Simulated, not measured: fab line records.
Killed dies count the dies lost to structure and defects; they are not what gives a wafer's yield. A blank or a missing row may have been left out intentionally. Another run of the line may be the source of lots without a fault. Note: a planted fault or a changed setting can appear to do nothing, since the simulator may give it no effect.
Comparing a struck lot with a sound one ; flow n5Finfet ; 39 out of 1938 route steps
Sound: these wafers, L633.2, L633.4, L633.5. Struck: wafer L626.1. (L626.2, L626.3 of the same lot were not struck and are left out.) The cause comes at the end.
Per side, at each step with rows, come the tool, then ch with its chambers, and then its first start. Under that, the readings that differ: sound wafers ; struck wafers ; difference of the means ; sigmas: that difference in standard deviations of wafers without a fault.
alike: readings with means less than 2 such deviations apart, plus words and numbers identical on both sides. not compared: withheld readings, readings lacking a value on some wafer, bounds such as >300 that could conceal the same value, and numbers that have no deviation in the record and whose values overlap.
Wherever a step has rows on one side only, a row that says differs or no value, or a row with sigmas, the two part there. Numbers that have no deviation but don't overlap get no sigmas and don't part them. A reading missing from all wafers of one side parts the sides only when that side holds two or more wafers.

first, 8 steps without rows for these wafers: N5_MOL_CONTACT_COAG_PRE_CLEAN_121; N5_MOL_CONTACT_COAG_CVD_140 (deposits W, target thk 66.5 nm, time 215 s); N5_MOL_CONTACT_COAG_PRECLEAN_127 (cleans in DIW, time 57.5 s); N5_MOL_CONTACT_COAG_SRD_128 (dry time 32 s); N5_MOL_CONTACT_COAG_CMP_52 (polishes, stops on SiO2, t overpolish 1.5 s, target thk 66.5 nm); N5_MOL_CONTACT_COAG_ANNEAL_112 (time 1800 s); N5_BEOL_M0_SAQP_PECVD_00 (deposits SiCN from 3MS/NH3, target thk 8 nm, time 14 s); N5_BEOL_M0_SAQP_ILD_DEP_01 (deposits SiOC from DEMS/O2, target thk 45.419 nm, time 8.7 s).
N5_BEOL_M0_SAQP_HM_DEP_02: deposits TiN, target thk 12 nm.
  sound on pvdSputter-03 at day 11 02:57; struck on pvdSputter-02 at day 9 04:58
reading;sound;struck;difference;sigmas
throttleValvePct (%);28.6 29.3 28.7;31.1;+2.2;+3
  alike: substrateTempC, susceptorTempC
then, 13 steps without rows for these wafers: N5_BEOL_M0_SAQP_PECVD_03 (deposits SiCN from 3MS/NH3, target thk 12 nm, time 21.1 s); N5_BEOL_M0_SAQP_PECVD_96 (deposits a-Si from SiH4/He, target thk 45 nm, time 45.2 s); N5_BEOL_M0_SAQP_PECVD_97 (deposits SiNx from SiH4/NH3/N2, target thk 23 nm, time 19.9 s); N5_BEOL_M0_SAQP_PECVD_04 (deposits a-Si from SiH4/He, target thk 60 nm, time 60.2 s); N5_BEOL_M0_SAQP_HM_DEP_111 (deposits SiO2 from SiH4/N2O, target thk 12 nm, time 7.2 s); N5_BEOL_M0_SAQP_COAT_81 (time 60 s, resist thk 100 nm); N5_BEOL_M0_SAQP_COAT_82 (time 60 s, resist thk 30 nm); N5_BEOL_M0_SAQP_COAT_08 (resist thk 90 nm); N5_BEOL_M0_SAQP_EBR_10; N5_BEOL_M0_SAQP_SOFTBAKE_09 (time 60 s); N5_BEOL_M0_SAQP_EXPOSE_11 (exposes mask M0 CORE, target cd 42 nm); N5_BEOL_M0_SAQP_PEB_12 (peb time 60 s); N5_BEOL_M0_SAQP_DEVELOP_13 (develop time 30 s).
N5_BEOL_M0_SAQP_INSPECT_16: inspects for defects (brightfield).
  sound on defectInspect-01 at day 11 03:54; struck on defectInspect-01 at day 9 05:50
reading;sound;struck;difference;sigmas
rawDefectCount;338 603 445;1091;+629;+5
then, 12 steps without rows for these wafers: N5_BEOL_M0_SAQP_DESCUM_19 (chemistry O2, time 7.9 s); N5_BEOL_M0_SAQP_ETCH_83 (etches SiARC in CF4, target depth 39 nm, time 65 s); N5_BEOL_M0_SAQP_ETCH_84 (etches SOC in N2/H2, target depth 100 nm, overetch 20 nm, time 150 s); N5_BEOL_M0_SAQP_STRIP_80 (strips in N2/H2); N5_BEOL_M0_SAQP_HM_OPEN_112 (chemistry CHF3/O2, target SiO2, stops on a-Si, target depth 12 nm, time 13.5 s); N5_BEOL_M0_SAQP_STRIP_113 (strips in CHF3/O2); N5_BEOL_M0_SAQP_MANDREL_ETCH_20 (etches a-Si in HBr/Cl2, stops on SiNx, target depth 60 nm, bt time 10 s, time 30 s); N5_BEOL_M0_SAQP_STRIP_86 (strips in N2/H2); N5_BEOL_M0_SAQP_STRIP_115 (strips in post etch residue remover, time 60 s); N5_BEOL_M0_SAQP_SRD_93 (time 30 s); N5_BEOL_M0_SAQP_RECESS_114 (chemistry HF/NH3, target SiO2, target depth 14.4 nm, afs cycles 3, sublimation time 60 s); N5_BEOL_M0_SAQP_SPACER1_ALD_98 (deposits SiO2, target thk 12.8 nm, pulse time 1 s, purge time 2 s).
N5_BEOL_M0_SAQP_INSPECT_42: inspects for defects (brightfield).
  sound on defectInspect-02 at day 11 07:54; struck on defectInspect-01 at day 9 09:43
reading;sound;struck;difference;sigmas
rawDefectCount;275 433 224;854;+543;+8
N5_BEOL_M0_CUTY_INSPECT_59: inspects for defects (macro).
  sound on defectInspect-01 at day 11 09:17; struck on defectInspect-01 at day 9 11:07
reading;sound;struck;difference;sigmas
rawDefectCount;2 0 0;>300;differs;
-- the record jumps here: 3 days lie between the struck wafers' starts before and after (it left off in module BEOL_M0_CUTY and takes up again in module BEOL_M4, whose first step shown is number 1111 of the route) --
N5_BEOL_M4_RC_MEAS_101:
  sound on prober-01 ch 0, day 14 00:48; struck on prober-01 ch 0, day 11 23:29
  alike: DIBL_N, DIBL_P, IOFF_N, IOFF_P, ION_N, ION_P, SS_N, SS_P, VT_N, VT_P
-- a jump in the record: the struck wafers' starts before and after are 4 days apart (it breaks off in module BEOL_M4 and resumes in module PASSIVATION, where the first step shown is number 1936 of the route) --
N5_PASSIVATION_PROBE_49:
  record: rows for the struck wafers here (prober-01, day 16 11:25), none for the sound ones

## WHERE THEY PART
Earliest at N5_BEOL_M0_SAQP_HM_DEP_02; latest, in this record, at N5_PASSIVATION_PROBE_49.

WHY: what had been put in by the simulator
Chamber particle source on pvdSputter-02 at N5_BEOL_M0_SAQP_HM_DEP_02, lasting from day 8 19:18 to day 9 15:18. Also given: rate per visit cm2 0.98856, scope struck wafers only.
